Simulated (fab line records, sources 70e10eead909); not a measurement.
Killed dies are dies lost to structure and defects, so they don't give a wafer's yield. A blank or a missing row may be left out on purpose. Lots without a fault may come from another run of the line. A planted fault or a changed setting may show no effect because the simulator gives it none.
Chamber matching | flow nand_harc | NHARC_A_WL_FILL_ALD_02 on ald_metal-02: 4 sister chambers
The step deposits TiN, target thk 2 nm, pulse time 3 s, ald cycles 100. 4 wafers are shown with their chamber, then 7 later ones without.

WAFERS WITH THEIR CHAMBER
wafer  | chamber | heater_power_w (W)
L077.1 | 1       | 999
L083.3 | 3       | 1126
L084.3 | 2       | 1115
L084.4 | 0       | 1333

WAFERS WITHOUT THEIR CHAMBER
wafer  | heater_power_w (W)
L084.6 | 1022
L089.2 | 1000
L089.3 | 1356
L089.4 | 1089
L095.2 | 1033
L095.4 | 1295
L095.5 | 1007

WHICH CHAMBER EACH WENT THROUGH
wafer  | from the rows above     | in truth
L084.6 | 1                       | 1
L089.2 | 1                       | 1
L089.3 | 0                       | 0
L089.4 | can't be placed: 2 or 3 | 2
L095.2 | can't be placed: 1 or 2 | 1
L095.4 | 0                       | 0
L095.5 | 1                       | 1
Placed correctly: 5 of 7. Can't be placed from these rows: 2 (the true chamber is among the candidates in 2). Placed wrongly: 0.
How it was worked out, from the rows above alone: a wafer's distance from a chamber is the root of the sum, over the readings, of the square of ((its reading less the chamber's mean) divided by the reading's scatter). The wafer belongs to the nearest chamber; if the next one is less than 2 further off, it can't be placed. A chamber's mean is the mean of its shown wafers. The scatter: with one shown wafer a chamber, the root of the mean of the squares of how far each hidden wafer lies from its nearest shown one.
